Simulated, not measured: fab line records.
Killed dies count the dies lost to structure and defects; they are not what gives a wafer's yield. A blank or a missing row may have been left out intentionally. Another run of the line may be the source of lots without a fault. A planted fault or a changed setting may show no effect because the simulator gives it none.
Struck lot and sound lot, side by side -- flow nand harc -- 18 out of 1159 route steps
Sound: wafers L674.2, L674.3, L674.5. Struck: wafers L680.3, L680.4, L680.6. Last of all comes the cause.
Order at every step that has rows: each side's tool, ch and its chambers, its first start. Under that, the readings that differ: sound wafers -- struck wafers -- difference of the means -- sigmas: that difference in standard deviations of wafers without a fault.
alike: words and numbers the same on both sides, and readings whose means are apart by under 2 such deviations; not compared: readings that were withheld, readings missing a value for some wafer, numbers with overlapping values and no deviation given by the record, and bounds like >300 which may hide the same value.
The two part at a step that has a row with sigmas, a row that says differs or no value, or rows on one side only. Non-overlapping numbers with no deviation appear without sigmas and do not part them. Lack of a reading on every wafer of one side parts them only where that side has two or more wafers.

NHARC_P_ZERO_WELL_CD_MEAS_11: the cd target is 500 nm.
  sound on cd sem-02 ch 0, day 1 19:19; struck on cd sem-03 ch 0, day 3 07:08
reading,sound,struck,difference,sigmas
cd nm (nm),498.8 497.2 498.7,502.3 501.2 504.4,+4.4,+2
then, 1 step without rows for these wafers: NHARC_P_ZERO_WELL_HARDBAKE_12 (time 65 s).
NHARC_P_ZERO_WELL_DESCUM_13: chemistry O2, time 3 s.
  sound on rie diel-01 ch 2,3, day 1 19:29; struck on rie diel-08 ch 0,2,3, day 3 07:17
reading,sound,struck,difference,sigmas
throttle valve pct (%),11.295 11.302 11.304,11.325 11.306 11.322,+0.017,+2
  alike: drypump motor current A, o2 flow sccm, oes product au, rf vpp V, showerhead plenum p Torr
  not compared: rf hours counter h
NHARC_P_ZERO_WELL_ETCH_65: etches the open film in N2/H2, target depth 80 nm, overetch 24 nm, time 87.88 s.
  sound on rie diel-01 ch 2,3, day 1 19:34; struck on rie diel-08 ch 0,1,3, day 3 07:22
  alike: drypump motor current A, h2 flow sccm, n2 flow sccm, oes product au, rf vpp V, showerhead plenum p Torr, throttle valve pct
  not compared: rf hours counter h
NHARC_P_ZERO_WELL_ETCH_62: etches the open film in CHF3/Ar, target depth 13 nm, time 6.5 s.
  sound on rie diel-01 ch 0,1,2; struck on rie diel-08 ch 1,2,3
  alike: drypump motor current A, oes product au, rf vpp V, showerhead plenum p Torr, throttle valve pct
  not compared: rf hours counter h
NHARC_P_ZERO_WELL_ETCH_63: etches the open film in HBr/Cl2, target depth 120 nm, time 40.1 s.
  sound on rie si-03 ch 0,3, day 1 19:44; struck on rie si-03 ch 2,3, day 3 07:32
  alike: drypump motor current A, he backside leak sccm, mfc cl2 sccm, oes product au, throttle valve pct
  not compared: rf hours counter h
then, 6 steps without rows for these wafers: NHARC_P_ZERO_WELL_STRIP_15 (strips in SPM, time 900 s); NHARC_P_ZERO_WELL_DEHYDRATE_16 (time 120 s); NHARC_P_ZERO_WELL_HMDS_17 (time 30 s); NHARC_P_ZERO_WELL_COAT_18; NHARC_P_ZERO_WELL_SOFTBAKE_19 (time 95 s); NHARC_P_ZERO_WELL_EBR_20.
NHARC_P_ZERO_WELL_EXPOSE_21: exposes mask P NWELL, target cd 720 nm.
  sound on krf scanner-04 ch 0, day 1 20:26; struck on krf scanner-02 ch 0, day 3 08:19
reading,sound,struck,difference,sigmas
mask,P_NWELL#0 P_NWELL#0 P_NWELL#0,P_HVPW#0 P_HVPW#0 P_HVPW#0,differs,
then, 2 steps without rows for these wafers: NHARC_P_ZERO_WELL_PEB_22 (peb time 85 s); NHARC_P_ZERO_WELL_DEVELOP_23 (time 70 s).
NHARC_P_ZERO_WELL_CD_MEAS_24: the cd target is 720 nm.
  sound on cd sem-01 ch 0, day 1 20:35; struck on cd sem-01 ch 0, day 3 08:28
reading,sound,struck,difference,sigmas
cd nm (nm),715.9 715.6 716.7,- - -,no value on the struck wafers,
then, 1 step without rows for these wafers: NHARC_P_ZERO_WELL_HARDBAKE_25 (time 80 s).
-- the record jumps here: 18 days lie between the struck wafers' starts before and after (it left off in module P_ZERO_WELL and takes up again in module END, whose first step shown is number 1159 of the route) --
NHARC_END_SORT_01:
  the record has rows for the struck wafers here (prober-02 ch 0, day 21 07:28) and none for the sound ones

WHERE THEY PART
At NHARC_P_ZERO_WELL_CD_MEAS_11 first; at NHARC_END_SORT_01 last (within this record only).

WHY: whatever the simulator had introduced
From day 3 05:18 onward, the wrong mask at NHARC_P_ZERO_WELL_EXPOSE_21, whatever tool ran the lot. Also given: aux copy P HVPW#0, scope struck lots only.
